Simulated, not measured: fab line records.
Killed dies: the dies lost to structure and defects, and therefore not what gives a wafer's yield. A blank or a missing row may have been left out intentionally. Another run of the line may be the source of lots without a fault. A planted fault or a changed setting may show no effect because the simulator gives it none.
Matching of chambers ; flow n5-finfet ; N5_GATE_CUT_CMP_23 on cmp-04: 4 sister chambers
The step polishes, stops on SiO2, t overpolish 23.4 s, target thk 16 nm. 4 wafers are shown with their chamber, then 12 later ones without.

WAFERS PAIRED WITH THEIR CHAMBERS
wafer;chamber;motor-current-A (A)
L086.6;1;7.6
L089.1;2;10.1
L089.3;3;8.1
L089.6;0;8.6

WAFERS MISSING THEIR CHAMBER
wafer;motor-current-A (A)
L091.1;8.3
L091.5;8.5
L091.6;10.2
L093.1;8.1
L093.2;10.7
L093.4;7.8
L094.2;10.3
L094.4;8.3
L094.6;10.5
L096.2;8.6
L096.4;7.8
L096.6;7.6

THE CHAMBER EACH PASSED THROUGH
wafer;from the rows above;in truth
L091.1;can't be placed: 3 or 0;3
L091.5;can't be placed: 0 or 3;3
L091.6;2;2
L093.1;3;3
L093.2;2;2
L093.4;can't be placed: 1 or 3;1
L094.2;2;2
L094.4;can't be placed: 3 or 0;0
L094.6;2;2
L096.2;0;0
L096.4;can't be placed: 1 or 3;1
L096.6;1;1
7 of 12 placed correctly. Cannot be placed on the basis of these rows: 5; the candidates contain the true chamber in 5. 0 placed wrongly.
How it was worked out, from the rows above alone: a wafer's distance from a chamber is the root of the sum, over the readings, of the square of ((its reading less the chamber's mean) divided by the reading's scatter). If the next closest chamber is less than 2 further off than the closest, the wafer can't be placed; otherwise it belongs to the closest. The mean given for a chamber averages the wafers shown for that chamber. The scatter: root of mean squared gap, hidden wafer to nearest shown wafer, with one shown wafer a chamber.
